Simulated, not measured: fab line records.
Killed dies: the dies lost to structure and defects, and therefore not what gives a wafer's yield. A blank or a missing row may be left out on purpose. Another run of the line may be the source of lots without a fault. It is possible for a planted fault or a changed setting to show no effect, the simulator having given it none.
Matching of chambers + flow n5-finfet + rie-diel-04 running N5_BEOL_M11_STRIP_19: 4 sister chambers
The step strips in O2. 4 wafers are shown with their chamber, then 11 later ones without.

## WAFERS, EACH WITH ITS CHAMBER
| wafer  | chamber | drypump-motor-current-A (A) |
|--------|---------|-----------------------------|
| L084.1 | 2       | 5.9                         |
| L084.2 | 0       | 5.3                         |
| L084.4 | 3       | 6.0                         |
| L087.1 | 1       | 5.5                         |

## WAFERS WHOSE CHAMBER IS MISSING
| wafer  | drypump-motor-current-A (A) |
|--------|-----------------------------|
| L087.4 | 5.3                         |
| L087.5 | 6.0                         |
| L093.1 | 5.4                         |
| L093.4 | 5.8                         |
| L093.5 | 5.8                         |
| L096.2 | 5.9                         |
| L096.3 | 5.4                         |
| L096.5 | 5.3                         |
| L097.1 | 5.4                         |
| L097.3 | 6.0                         |
| L097.5 | 5.5                         |

## WHICH CHAMBER EACH ONE RAN IN
| wafer  | from the rows above     | in truth |
|--------|-------------------------|----------|
| L087.4 | 0                       | 0        |
| L087.5 | can't be placed: 3 or 2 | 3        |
| L093.1 | can't be placed: 1 or 0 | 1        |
| L093.4 | can't be placed: 2 or 3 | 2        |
| L093.5 | can't be placed: 2 or 3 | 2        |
| L096.2 | can't be placed: 2 or 3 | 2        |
| L096.3 | can't be placed: 1 or 0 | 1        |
| L096.5 | 0                       | 0        |
| L097.1 | can't be placed: 1 or 0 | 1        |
| L097.3 | can't be placed: 3 or 2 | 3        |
| L097.5 | 1                       | 1        |
Correctly placed: 3 of 11. These rows do not allow placing 8 (true chamber among the candidates in 8). Placed wrongly: 0.
How it was worked out, from the rows above alone: a wafer's distance from a chamber is the root of the sum, over the readings, of the square of ((its reading less the chamber's mean) divided by the reading's scatter). If the next closest chamber is less than 2 further off than the closest, the wafer can't be placed; otherwise it belongs to the closest. For every chamber, the mean is computed from those of its wafers that are shown. The scatter: with one shown wafer a chamber, the root of the mean of the squares of how far each hidden wafer lies from its nearest shown one.
